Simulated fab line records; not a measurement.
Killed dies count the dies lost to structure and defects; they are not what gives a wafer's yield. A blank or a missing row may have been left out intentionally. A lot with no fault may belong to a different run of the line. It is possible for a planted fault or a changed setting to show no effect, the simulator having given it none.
A struck lot beside a sound one	flow nandHarc	15 steps out of a route of 1302
Sound: the wafers L863.1, L863.4, L863.5. Struck: wafer L871.6 (left out: L871.1, a lot-mate that was not struck); the cause follows at the end.
For every step that has rows: the tool of each side, followed by ch and its chambers, followed by its first start. Under that, the readings that differ: sound wafers	struck wafers	difference of the means	sigmas: that difference in standard deviations of wafers without a fault.
alike: readings whose means differ by less than 2 such deviations, and words and numbers that are the same on both sides. not compared: withheld readings, readings that some wafer has no value for, bounds like >300 that may hide the same value, and numbers for which the record gives no deviation and whose values overlap.
The two part at a step that has a row with sigmas, a row that says differs or no value, or rows on one side only. Numbers that don't overlap but have no deviation are shown without sigmas and don't part them. A reading missing from all wafers of one side parts the sides only when that side holds two or more wafers.

NHARC_A_ONON_D2_THK_MEAS_08: measures by ellipsometry.
  struck on filmMetro-02, day 21 06:28; sound on filmMetro-01, day 18 07:19
reading	sound	struck	difference	sigmas
thkNm (nm)	984 981 982	1001	+19	+2
following that, 1 step holds no rows for these wafers, namely NHARC_A_ONON_D2_DEP_09 (target thickness 1000 nm).
NHARC_A_ONON_D2_THK_MEAS_11: measures by ellipsometry.
  struck on filmMetro-01, day 21 07:01; sound on filmMetro-01, day 18 07:53
  alike: thkNm
following that, 1 step holds no rows for these wafers, namely NHARC_A_ONON_D2_DEP_12 (target thickness 1000 nm).
NHARC_A_ONON_D2_THK_MEAS_14: measures by ellipsometry.
  struck on filmMetro-02, day 21 07:36; sound on filmMetro-02, day 18 08:26
  alike: thkNm
then, 2 steps without rows for these wafers: NHARC_A_ONON_D2_ANNEAL_15 (time 3600 s); NHARC_A_ONON_D2_DEP_16 (target thk 1000 nm).
NHARC_A_ONON_D2_THK_MEAS_18: measures by ellipsometry.
  struck on filmMetro-02, day 21 14:59; sound on filmMetro-01, day 18 16:24
  alike: thkNm
following that, 1 step holds no rows for these wafers, namely NHARC_A_ONON_D2_DEP_19 (target thickness 1000 nm).
NHARC_A_ONON_D2_THK_MEAS_21: measures by ellipsometry.
  struck on filmMetro-01, day 21 15:32; sound on filmMetro-02, day 18 16:58
  alike: thkNm
following that, 1 step holds no rows for these wafers, namely NHARC_A_ONON_D2_DEP_22 (target thickness 1000 nm).
NHARC_A_ONON_D2_THK_MEAS_24: measures by ellipsometry.
  struck on filmMetro-02, day 21 16:06; sound on filmMetro-01, day 18 17:32
  alike: thkNm
NHARC_A_ONON_D2_DEP_25: target thk 1000 nm.
  sound on pecvdOnon-03 ch 0, day 18 17:35; struck on pecvdOnon-03 ch 0, day 21 16:09
NHARC_A_ONON_D2_THK_MEAS_27: measures by ellipsometry.
  struck on filmMetro-01, day 21 16:40; sound on filmMetro-01, day 18 18:05
reading	sound	struck	difference	sigmas
thkNm (nm)	991 990 988	914	-76	-9
following that, 1 step holds no rows for these wafers, namely NHARC_A_ONON_D2_DEP_28 (target thickness 1000 nm).

WHERE THEY PART
First at NHARC_A_ONON_D2_THK_MEAS_08; last, within this record, at NHARC_A_ONON_D2_THK_MEAS_27.

WHY: what had been put in by the simulator
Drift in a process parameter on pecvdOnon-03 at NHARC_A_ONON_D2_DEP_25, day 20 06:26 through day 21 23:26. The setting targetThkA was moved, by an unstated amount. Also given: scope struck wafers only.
